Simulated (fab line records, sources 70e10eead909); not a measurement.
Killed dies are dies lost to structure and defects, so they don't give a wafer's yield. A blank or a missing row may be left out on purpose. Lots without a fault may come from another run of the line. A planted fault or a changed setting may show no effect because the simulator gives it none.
A struck lot beside a sound one | flow nand_harc | 30 steps out of a route of 1302
Sound: wafers L764.2, L764.3, L764.6. Struck: wafers L772.4, L772.5. (L772.3 of the same lot was not struck and is left out.) The cause comes at the end.
At each step with rows: each side's tool, then ch and its chambers, then its first start. Under that, the readings that differ: sound wafers | struck wafers | difference of the means | sigmas: that difference in standard deviations of wafers without a fault.
alike: readings whose means differ by less than 2 such deviations, and words and numbers that are the same on both sides. not compared: withheld readings, readings that some wafer has no value for, bounds like >300 that may hide the same value, and numbers for which the record gives no deviation and whose values overlap.
The two part at a step that has a row with sigmas, a row that says differs or no value, or rows on one side only. Numbers that don't overlap but have no deviation are shown without sigmas and don't part them. A reading that every wafer of one side lacks parts them only if that side has two wafers or more.

NHARC_A_CHANNEL_HOLE_D1_CD_MEAS_10: target cd 100 nm.
  sound on cd_sem-02 ch 0, day 11 20:59; struck on cd_sem-01 ch 0, day 15 08:16
  alike: cd_nm
NHARC_A_CHANNEL_HOLE_D1_OVL_MEAS_11:
  sound on overlay-01, day 11 21:04; struck on overlay-01, day 15 08:20
  alike: overlay_x_nm, overlay_y_nm
NHARC_A_CHANNEL_HOLE_D1_INSPECT_12:
  sound on defect_inspect-01, day 11 21:06; struck on defect_inspect-02, day 15 08:23
  alike: raw_defect_count
then, 3 steps without rows for these wafers: NHARC_A_CHANNEL_HOLE_D1_DESCUM_15 (chemistry O2, time 3 s); NHARC_A_CHANNEL_HOLE_D1_ETCH_38 (etches the open film in CF4, target depth 39 nm, time 65 s); NHARC_A_CHANNEL_HOLE_D1_ETCH_39 (etches the open film in N2/H2, target depth 260 nm, time 325 s).
NHARC_A_CHANNEL_HOLE_D1_ETCH_34: etches the open film in CF4/CHF3, target depth 154 nm, time 77 s.
  sound on rie_diel-08 ch 0,3; struck on rie_diel-08 ch 1,3
  alike: drypump_motor_current_A, oes_product_au, rf_vpp_V, showerhead_plenum_p_Torr, throttle_valve_pct
  not compared: rf_hours_counter_h
NHARC_A_CHANNEL_HOLE_D1_ETCH_16: etches the open film in O2/COS, target depth 3100 nm, time 806 s.
  sound on rie_diel-08 ch 0,2; struck on rie_diel-08 ch 0,3
  alike: drypump_motor_current_A, oes_product_au, rf_vpp_V, showerhead_plenum_p_Torr, throttle_valve_pct
  not compared: rf_hours_counter_h
NHARC_A_CHANNEL_HOLE_D1_CD_MEAS_18:
  sound on cd_sem-03, day 11 22:17; struck on cd_sem-03, day 15 09:46
  alike: cd_nm
then, 1 step without rows for these wafers: NHARC_A_CHANNEL_HOLE_D1_ETCH_19 (etches the open film in C4F8/O2/Ar, time 34.5 s).
NHARC_A_CHANNEL_HOLE_D1_ETCH_20: etches the open film in C4F8/O2/Ar, time 361.9 s, target depth 1600 nm.
  sound on har_etch-02 ch 0,1, day 11 22:28; struck on har_etch-02 ch 0, day 15 10:02
  reading                | sound                | struck        | difference | sigmas
  throttle_valve_pct (%) | 32.152 32.145 32.144 | 32.161 32.174 | +0.021     | +2
  alike: c4f8_flow_sccm, drypump_motor_current_A, showerhead_plenum_p_Torr
  not compared: rf_hours_counter_h
then, 1 step without rows for these wafers: NHARC_A_CHANNEL_HOLE_D1_ETCH_21 (etches the open film in C4F8/O2/Ar, time 514.3 s, target depth 1600 nm).
NHARC_A_CHANNEL_HOLE_D1_ETCH_22: etches the open film in C4F8/O2/Ar, time 666.7 s, target depth 1600 nm.
  sound on har_etch-02 ch 0,1, day 11 23:13; struck on har_etch-02 ch 0, day 15 10:53
  alike: c4f8_flow_sccm, drypump_motor_current_A, showerhead_plenum_p_Torr, throttle_valve_pct
  not compared: rf_hours_counter_h
then, 2 steps without rows for these wafers: NHARC_A_CHANNEL_HOLE_D1_ETCH_23 (etches the open film in C4F8/O2/Ar, time 819 s, target depth 1600 nm); NHARC_A_CHANNEL_HOLE_D1_ETCH_24 (etches the open film in C4F8/O2/Ar, time 906.2 s, target depth 1500 nm).
NHARC_A_CHANNEL_HOLE_D1_ETCH_25: etches the open film in C4F8/O2/Ar, time 1040.2 s, target depth 1500 nm.
  sound on har_etch-02 ch 0,1, day 12 01:14; struck on har_etch-02 ch 0, day 15 13:01
  alike: c4f8_flow_sccm, drypump_motor_current_A, showerhead_plenum_p_Torr, throttle_valve_pct
  not compared: rf_hours_counter_h
then, 9 steps without rows for these wafers: NHARC_A_CHANNEL_HOLE_D1_ETCH_26 (etches the open film in C4F8/O2/Ar, time 224.1 s, target depth 300 nm); NHARC_A_CHANNEL_HOLE_D1_ETCH_33 (etches the open film in C4F8/O2/Ar, time 90 s, target depth 400 nm); NHARC_A_CHANNEL_HOLE_D1_STRIP_41 (strips in N2/H2); NHARC_A_CHANNEL_HOLE_D1_STRIP_42 (strips in CF4/CHF3); NHARC_A_CHANNEL_HOLE_D1_STRIP_43 (strips in O2/COS); NHARC_A_CHANNEL_HOLE_D1_ETCH_44 (etches the open film in CF4/O2, target depth 140 nm, overetch 14 nm, time 77 s); NHARC_A_CHANNEL_HOLE_D1_STRIP_27 (strips in O2); NHARC_A_CHANNEL_HOLE_D1_PRECLEAN_28 (cleans in SC1); NHARC_A_CHANNEL_HOLE_D1_SRD_29.
NHARC_A_CHANNEL_HOLE_D1_CD_MEAS_30:
  sound on cd_sem-02, day 12 03:52; struck on cd_sem-01, day 15 15:22
  alike: cd_nm
NHARC_A_CHANNEL_HOLE_D1_XSEM_31:
  sound on xsem-02 ch 0, day 12 03:57; struck on xsem-01 ch 0, day 15 15:27
  alike: bot_cd_nm, bow_nm, tilt_deg
NHARC_A_CHANNEL_HOLE_D1_INSPECT_40:
  sound on defect_inspect-01, day 12 04:03; struck on defect_inspect-02, day 15 15:32
  reading          | sound      | struck  | difference | sigmas
  raw_defect_count | 102 104 95 | 396 437 | +316       | +13
then, 1 step without rows for these wafers: NHARC_A_CHANNEL_FILL_D1_PRECLEAN_00 (cleans in SC1).
-- the record jumps here: 16 days lie between the struck wafers' starts before and after (it left off in module A_CHANNEL_FILL_D1 and takes up again in module END, whose first step shown is number 1302 of the route) --
NHARC_END_SORT_01:
  the record has rows for the struck wafers here (prober-01 ch 0, day 31 05:00) and none for the sound ones

WHERE THEY PART
First at NHARC_A_CHANNEL_HOLE_D1_ETCH_20; last, within this record, at NHARC_END_SORT_01.

WHY: what the simulator had put in
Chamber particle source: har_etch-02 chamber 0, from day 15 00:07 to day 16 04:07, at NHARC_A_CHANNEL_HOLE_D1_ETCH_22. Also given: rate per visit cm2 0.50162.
